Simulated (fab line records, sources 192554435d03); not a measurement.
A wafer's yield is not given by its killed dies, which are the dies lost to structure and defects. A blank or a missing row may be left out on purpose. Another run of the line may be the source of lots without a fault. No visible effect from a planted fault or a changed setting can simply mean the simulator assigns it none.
fab line records | flow n5Finfet
record: lots: 11 wafers: 33 lastDay: 17
route steps=1938 shown BEOL_M7@1285 PASSIVATION@1936
lots that met no fault: taken from a fault-free run of the same line
startH: hours from the record's first day to the start of the lot's first wafer shown | waitH: hours elapsed since this lot's preceding step | " as in the row above | L1.1+2: one row covering several wafers at once | - no value present, or no start provided | * or withheld: withheld | < > ~ a bound
route shown NAME@n: a module of which the file shows steps, and the number in the route of the first | usual: mean and standard deviation over wafers with no fault | same: alike in all rows | chamber/n: place in a boat | sites: each site's reading | _std_site: their standard deviation | _edge_site: outer sites' mean less inner sites' | radiusMm: for every site, how far away it sits from the centre of the wafer | mask NAME#n: copy n | behind: the tool/chamber that last shaped the wafer | hold: cause of the lot's hold/its duration in hours/its outcome | device: the transistor (n, p or np) that didn't switch | end of line: the route-end tests of the same wafers | a step given without rows: its recipe and nothing more | killed: dies that structure and defects cost at the first sort, which is not the same as the wafer's yield | map: shows each die of a wafer: x if killed, . if not, _ if none is there
set.NAME: the setting the step ran with; set.NAME@STEP: the setting that earlier step ran with | model.NAME: the simulator's own value behind a step, which no gauge read
steps of the route over a sample of lots; a table a step, a row a wafer
services: a tool's chamber out of use, with start hour (startH, from the record's first day; less than 0 if before it), hours out, and reason
== steps ==
step: N5_BEOL_M7_STRIP_19
recipe: chemistry: O2 powerW: 400 tempC: 40 pressureMtorr: 30 rfFrequencyHz: 6e+07 biasPowerW: 0 overashFraction: 0.2 o2FlowSccm: 225
usual: drypumpMotorCurrentA: 5.9/0.55 oesProductAu: 0.82/0.099 rfVppV: 3.6/0.61 showerheadPlenumPTorr: 2.11/0.079 throttleValvePct: 16.61/0.2
columns lot.wafer tool chamber startH waitH drypumpMotorCurrentA oesProductAu rfHoursCounterH rfVppV showerheadPlenumPTorr throttleValvePct
L535.1 rieDiel-02 2 212.32 0.2 6.7 0.83 83 3.7 2.11 16.88
L535.2 " 1 " " 6.2 0.93 8 4.2 2.05 16.47
L535.4 " 0 " " 5.0 1.02 2 3.3 2.23 16.29
L536.1 rieDiel-04 0 227.06 0.1 5.4 0.97 2 3.3 2.14 16.67
L536.3 " 2 " " 5.7 0.69 255 4.9 2.16 16.76
L536.4 " 0 " " 5.4 0.98 - 3.2 2.14 16.68
L537.1 rieDiel-05 3 230.64 0.1 6.3 0.76 114 3.7 2.02 16.59
L537.3 " 1 " " 5.6 0.75 152 2.9 2.02 16.58
L537.5 " 3 " " 6.4 0.77 - 4.2 2.02 16.60
L539.1 rieDiel-02 1 243.60 0.1 6.2 0.89 18 3.6 2.04 16.49
L539.5 " 0 " " 5.0 0.99 - 2.5 2.22 16.32
L539.6 " 3 " " 6.5 0.76 - 2.7 2.08 16.78
L541.1 rieDiel-05 3 263.16 0.2 6.4 0.77 124 3.9 2.02 16.64
L541.4 " 1 " " 5.6 0.74 162 4.1 2.02 16.64
L541.5 " 2 " " 6.5 0.87 - 3.9 2.06 16.68
L544.2 rieDiel-04 0 270.47 0.2 5.4 0.92 16 3.4 2.13 16.71
L544.3 " 1 " " 5.3 0.93 6 3.8 2.13 16.16
L544.5 " 0 " " 5.4 0.91 - 4.0 2.13 16.72
L546.3 rieDiel-04 1 295.62 0.1 5.3 0.90 15 3.3 2.13 16.17
L546.4 " 0 " " 5.4 0.89 25 4.0 2.13 16.72
L546.6 " 0 " " 5.4 0.91 - 3.0 2.13 16.73
L547.1 rieDiel-02 2 295.86 0.1 6.7 0.79 109 3.1 2.10 16.95
L547.3 " 0 " " 5.0 0.95 25 3.6 2.22 16.35
L547.4 " 3 " " 6.5 0.75 190 2.9 2.08 16.80
L548.2 rieDiel-05 3 299.15 0.1 6.4 0.77 134 2.6 2.01 16.63
L548.4 " 0 " " 5.5 0.69 243 3.1 2.14 16.65
L548.6 " 3 " " 6.3 0.76 - 5.1 2.01 16.64
L549.2 rieDiel-05 3 314.95 0.1 6.3 0.75 138 3.9 2.01 16.66
L549.5 " 1 " " 5.6 0.74 - 3.4 2.01 16.66
L549.6 " 0 " " 5.5 0.68 - 4.0 2.14 16.68
L552.2 rieDiel-02 2 321.44 0.1 6.7 0.78 117 3.8 2.10 16.96
L552.3 " 3 " " 6.5 0.74 197 4.1 2.07 16.84
L552.4 " 0 " " 5.0 0.92 33 4.1 2.21 16.35
step: N5_BEOL_M7_INSPECT_30
recipe: mode: adi inspectInstrument: brightfield
usual: rawDefectCount: 412/93
columns lot.wafer tool chamber startH waitH rawDefectCount
L535.1 defectInspect-01 - 213.85 0.1 531
L535.2 " - " " 413
L535.4 " - " " 452
L536.1 defectInspect-01 - 228.05 0.1 360
L536.3 " - " " 441
L536.4 " - " " 448
L537.1 defectInspect-01 - 234.57 0.1 216
L537.3 " - " " 281
L537.5 " - " " 344
L539.1 defectInspect-02 - 245.70 0.1 331
L539.5 " - " " 369
L539.6 " - " " 269
L541.1 defectInspect-02 - 264.36 0.1 371
L541.4 " - " " 405
L541.5 " - " " 328
L544.2 defectInspect-02 - 273.81 0.0 471
L544.3 " - " " 419
L544.5 " - " " 381
L547.1 defectInspect-02 - 297.53 0.1 327
L547.3 " - " " 670
L547.4 " - " " 347
L546.3 defectInspect-01 - 297.65 0.0 386
L546.4 " - " " 313
L546.6 " - " " 429
L548.2 defectInspect-01 - 299.74 0.0 369
L548.4 " - " " 441
L548.6 " - " " 305
L549.2 defectInspect-01 - 317.72 0.0 377
L549.5 " - " " 383
L549.6 " - " " 515
L552.2 defectInspect-01 - 324.33 0.0 293
L552.3 " - " " 456
L552.4 " - " " 461
step: N5_BEOL_M7_ETCH_41
recipe: chemistry: CH3F/O2 target: SiCN targetDepthA: 319 taperDeg: 2 timeS: 57.8 ionEnergyEv: 120 maskMaterial: TiN pressureMtorr: 30 sourceW: 395 biasW: 75 Ar_flow_sccm: 150 CH3F_flow_sccm: 30 O2_flow_sccm: 20
usual: drypumpMotorCurrentA: 5.9/0.5 oesProductAu: 0.83/0.089 rfFwdPowerW: 390.8/1.8 rfVppV: 297.5/1.6 showerheadPlenumPTorr: 2.02/0.068 throttleValvePct: 16.23/0.21
columns lot.wafer tool chamber startH waitH drypumpMotorCurrentA oesProductAu rfFwdPowerW rfHoursCounterH rfVppV showerheadPlenumPTorr throttleValvePct
L535.1 rieDiel-05 1 214.19 - 5.6 0.76 392.1 147 296.5 1.93 16.22
L535.2 " 0 " " 5.5 0.69 389.7 219 299.0 2.05 16.28
L535.4 " 3 " " 6.3 0.78 388.1 108 295.4 1.92 16.17
L536.1 rieDiel-05 2 228.39 - 6.5 0.87 392.3 48 296.9 1.96 16.26
L536.3 " 3 " " 6.4 0.78 389.1 113 295.5 1.92 16.20
L536.4 " 1 " " 5.6 0.75 390.0 152 296.5 1.92 16.23
L537.1 rieDiel-05 2 234.91 - 6.5 0.82 297.5 50 324.3 1.96 16.26
L537.3 " 3 " " 6.3 0.73 293.3 115 323.4 1.92 16.19
L537.5 " 1 " " 5.6 0.71 296.4 - 322.3 1.92 16.26
L539.1 rieDiel-05 2 246.06 - 6.5 0.82 297.7 54 325.2 1.96 16.28
L539.5 " 2 " " 6.5 0.81 298.0 - 324.9 1.96 16.26
L539.6 " 1 " " 5.6 0.70 296.0 - 323.9 1.92 16.23
L541.1 rieDiel-05 2 264.70 - 6.5 0.80 300.0 60 323.3 1.96 16.28
L541.4 " 3 " " 6.3 0.73 294.8 124 324.1 1.91 16.20
L541.5 " 3 " " 6.4 0.73 296.0 - 322.7 1.91 16.21
L544.2 rieDiel-04 0 274.34 - 5.4 0.91 392.7 18 297.3 2.04 16.36
L544.3 " 1 " " 5.4 0.93 391.4 8 296.6 2.05 15.89
L544.5 " 1 " " 5.3 0.94 393.0 - 297.8 2.05 15.90
L547.1 rieDiel-04 0 297.87 - 5.4 0.90 389.8 26 299.1 2.03 16.37
L547.3 " 1 " " 5.3 0.92 390.3 15 298.1 2.05 15.92
L547.4 " 3 " " 5.4 0.86 391.9 52 300.1 2.12 15.95
L546.3 rieDiel-02 0 298.62 - 5.0 0.94 389.9 26 299.8 2.11 15.95
L546.4 " 2 " " 6.7 0.78 389.2 110 299.1 2.01 16.62
L546.6 " 1 " " 6.2 0.85 391.5 - 294.9 1.97 16.27
L548.2 rieDiel-04 1 300.08 - 5.3 0.91 388.4 16 297.9 2.05 15.92
L548.4 " 3 " " 5.5 0.85 390.2 53 299.4 2.12 15.95
L548.6 " 2 " " 5.7 1.01 388.0 - 297.3 2.06 15.93
L549.2 rieDiel-04 2 318.17 - 5.7 0.97 389.1 7 297.3 2.06 15.96
L549.5 " 1 " " 5.3 0.89 392.6 - 298.6 2.05 15.90
L549.6 " 2 " " 5.7 0.98 388.4 - 297.3 2.06 15.95
L552.2 rieDiel-04 0 324.67 - 5.4 0.87 389.4 34 297.5 2.03 16.40
L552.3 " 3 " " 5.5 0.84 391.4 59 299.7 2.12 15.96
L552.4 " 1 " " 5.3 0.88 392.4 23 298.6 2.05 15.94
step: N5_BEOL_M7_DEGAS_44
recipe: ambient: vacuum tempC: 250 timeS: 60
usual: heaterPowerW: 331/24
columns lot.wafer tool chamber startH waitH heaterPowerW
L535.1 pvdSputter-03 - 215.05 0.3 318
L535.2 " - " " 326
L535.4 " - " " 315
L536.1 pvdSputter-03 - 229.47 0.7 321
L536.3 " - " " 304
L536.4 " - " " 325
L537.1 pvdSputter-02 - 235.83 0.6 378
L537.3 " - " " 311
L537.5 " - " " 367
L539.1 pvdSputter-01 - 247.93 1.2 315
L539.5 " - " " 310
L539.6 " - " " 352
L541.1 pvdSputter-03 - 266.16 0.7 313
L541.4 " - " " 322
L541.5 " - " " 310
L544.2 pvdSputter-03 - 275.33 0.5 321
L544.3 " - " " 320
L544.5 " - " " 322
L547.1 pvdSputter-01 - 299.02 0.7 310
L547.3 " - " " 305
L547.4 " - " " 352
L546.3 pvdSputter-02 - 299.91 0.7 318
L546.4 " - " " 367
L546.6 " - " " 313
L548.2 pvdSputter-03 - 302.85 2.3 316
L548.4 " - " " 349
L548.6 " - " " 311
L549.2 pvdSputter-03 - 319.07 0.3 325
L549.5 " - " " 316
L549.6 " - " " 314
L552.2 pvdSputter-03 - 325.35 0.3 307
L552.3 " - " " 315
L552.4 " - " " 312
step: N5_PASSIVATION_PROBE_49
usual: defectLimitedYield: 91.6/1.6 killed_at_M0_to_M3: 31/10 killed_at_M4_up: 14/6.3 killedAtContacts: 12/6.1 killedAtFrontEnd: 39/12 killedAtOther: 3.7/2.8 killedDies: 100/19 killedOnRim: 13/4.2 killedOpen: 66/14 killedShort: 33/8.1 sort_bin_5_function: 5.0/1.1 sort_bin_6_memory: 3.2/0.66 sortNPass: 1080/18 sortYieldPct: 91.6/1.6
same: grossDies: 1180 killedAtBackSide: 0 sort_bin_4_leakage[%]: 0 sort_bin_8_speed[%]: 0
columns lot.wafer tool chamber startH waitH defectLimitedYield[%] killed_at_M0_to_M3 killed_at_M4_up killedAtContacts killedAtFrontEnd killedAtOther killedDies killedOnRim killedOpen killedShort sort_bin_5_function[%] sort_bin_6_memory[%] sortNPass sortYieldPct[%]
L535.1 prober-01 - 297.03 0.0 91.4 31 12 24 32 2 101 19 65 36 4.9 3.5 1079 91.4
L535.2 prober-01 - 297.08 0.1 93.2 22 6 22 28 2 80 10 51 27 3.6 2.9 1100 93.2
L535.4 prober-01 - 297.18 0.2 92.4 36 11 10 26 7 90 7 55 35 4.9 2.0 1090 92.4
L541.4 prober-01 - 339.39 0.2 93.1 32 15 4 29 2 82 13 59 23 4.5 2.0 1098 93.1
L541.5 prober-01 - 339.44 0.2 93.9 26 9 4 25 8 72 13 44 25 3.1 2.5 1108 93.9
L552.2 prober-01 - 399.74 0.1 92.3 26 8 20 25 12 91 12 57 33 4.2 3.3 1089 92.3
L552.3 prober-01 - 399.79 0.1 89.1 34 17 20 54 4 129 19 77 46 6.7 3.8 1051 89.1
L552.4 prober-01 - 399.84 0.2 92.1 24 13 16 28 12 93 15 62 28 5.0 2.5 1087 92.1
killed by level:class
L535.1 MOL_CONTACT_COAG:geometricParticle:open=20 FIN_SAQP:geometricParticle:short=8 BEOL_M0_SAQP:geometricParticle:short=7 BEOL_M3:geometricParticle:open=7 FIN_SAQP:geometricParticle:open=5 GATE_CUT:geometricParticle:short=5 BEOL_M0_SAQP:geometricParticle:open=5 BEOL_M4:geometricParticle:open=5
L535.2 MOL_CONTACT_COAG:geometricParticle:open=17 FIN_SAQP:geometricParticle:open=8 FIN_SAQP:geometricParticle:short=7 MOL_CONTACT_COAG:geometricParticle:short=5 BEOL_M3:geometricParticle:open=5 GATE_CUT:geometricParticle:short=4 BEOL_M0_SAQP:geometricParticle:short=4 BEOL_M0:geometricParticle:open=4
L535.4 MOL_CONTACT_COAG:geometricParticle:open=10 BEOL_M0_SAQP:geometricParticle:short=9 STI_FIN_REVEAL:geometricParticle:open=5 BEOL_M0_SAQP:geometricParticle:open=5 BEOL_M0:geometricParticle:short=5 FIN_SAQP:geometricParticle:open=4 BEOL_M3:geometricParticle:open=4 BEOL_M4:geometricParticle:open=4
L541.4 BEOL_M2:geometricParticle:open=9 FIN_SAQP:geometricParticle:open=8 BEOL_M3:geometricParticle:open=6 FIN_SAQP:geometricParticle:short=5 BEOL_M0_SAQP:geometricParticle:open=5 GATE_CUT:geometricParticle:short=4 BEOL_M1:geometricParticle:open=4 BEOL_M4:geometricParticle:open=4
L541.5 BEOL_M2:geometricParticle:open=7 FIN_SAQP:geometricParticle:short=5 GATE_CUT:geometricParticle:short=5 BEOL_M4:geometricParticle:open=5 BEOL_M0_SAQP:geometricParticle:open=4 BEOL_M0:geometricParticle:open=4 BEOL_M3:geometricParticle:open=4 GATE_CUT:geometricParticle:open=3
L552.2 MOL_CONTACT_COAG:geometricParticle:open=14 BEOL_M0_SAQP:geometricParticle:short=8 MOL_CONTACT_COAG:geometricParticle:short=6 FIN_SAQP:geometricParticle:open=5 BEOL_M0_SAQP:geometricParticle:open=5 BEOL_M3:geometricParticle:open=5 STARTING-WAFER:geometricParticle:open=5 BEOL_M1:geometricParticle:open=4
L552.3 FIN_SAQP:geometricParticle:open=17 FIN_SAQP:geometricParticle:short=15 MOL_CONTACT_COAG:geometricParticle:open=13 BEOL_M1:geometricParticle:open=11 BEOL_M3:geometricParticle:open=8 MOL_CONTACT_COAG:geometricParticle:short=7 BEOL_M0_SAQP:geometricParticle:short=7 STI_FIN_REVEAL:geometricParticle:open=6
L552.4 MOL_CONTACT_COAG:geometricParticle:open=13 FIN_SAQP:geometricParticle:short=6 GATE_CUT:geometricParticle:open=6 BEOL_M0_SAQP:geometricParticle:open=6 BEOL_M3:geometricParticle:open=6 BEOL_M0_SAQP:geometricParticle:short=4 BEOL_M2:geometricParticle:open=4 BEOL_M4:geometricParticle:open=4
== services ==
columns tool chamber startH hours kind
rieDiel-02 0 191.04 - clean
rieDiel-02 0 191.04 - consumableReplace:focusRing
rieDiel-02 0 191.04 - consumableReplace:showerhead
rieDiel-02 0 191.04 13.5 scheduledDown
rieDiel-02 0 191.04 13.5 ventCycle
rieDiel-04 1 220.95 - clean
rieDiel-04 1 220.95 - consumableReplace:focusRing
rieDiel-04 1 220.95 21.6 scheduledDown
rieDiel-04 1 220.95 21.6 ventCycle
rieDiel-04 2 265.06 - clean
rieDiel-04 2 265.06 - consumableReplace:focusRing
rieDiel-04 2 265.06 27.9 scheduledDown
rieDiel-04 2 265.06 27.9 ventCycle
pvdSputter-01 - 310.44 9.1 repair
rieDiel-02 0 324.30 6.3 repair
rieDiel-05 0 324.47 - clean
rieDiel-05 0 324.47 - consumableReplace:focusRing
rieDiel-05 0 324.47 21.5 scheduledDown
rieDiel-05 0 324.47 21.5 ventCycle
== key ==
firstSign: step: N5_BEOL_M7_ETCH_41 reading: rfFwdPowerW direction: down sigmas: 51 usual: * struck: *
effect: step: N5_BEOL_M7_ETCH_41 reading: rfVppV direction: up sigmas: 16 usual: 297.5 struck: 323.8
metAt N5_BEOL_M7_ETCH_41
struckLots L537,L539,L541
rowsEnd L537.1,L537.3,L537.5
notActingAt N5_BEOL_M7_STRIP_19,N5_BEOL_M7_INSPECT_30,N5_BEOL_M7_DEGAS_44
onsetBetween 228.39 234.91
fault: kind: processParameterDrift tool: rieDiel-05 chamber: - onsetH: 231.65 steps: N5_BEOL_M7_ETCH_41 channel: sourceW offset: -94.8 shape: step actsIn: theseRecipesOnly stated: 395
rowsEnd: these wafers met a further fault down the route, and their rows from its step on are left out
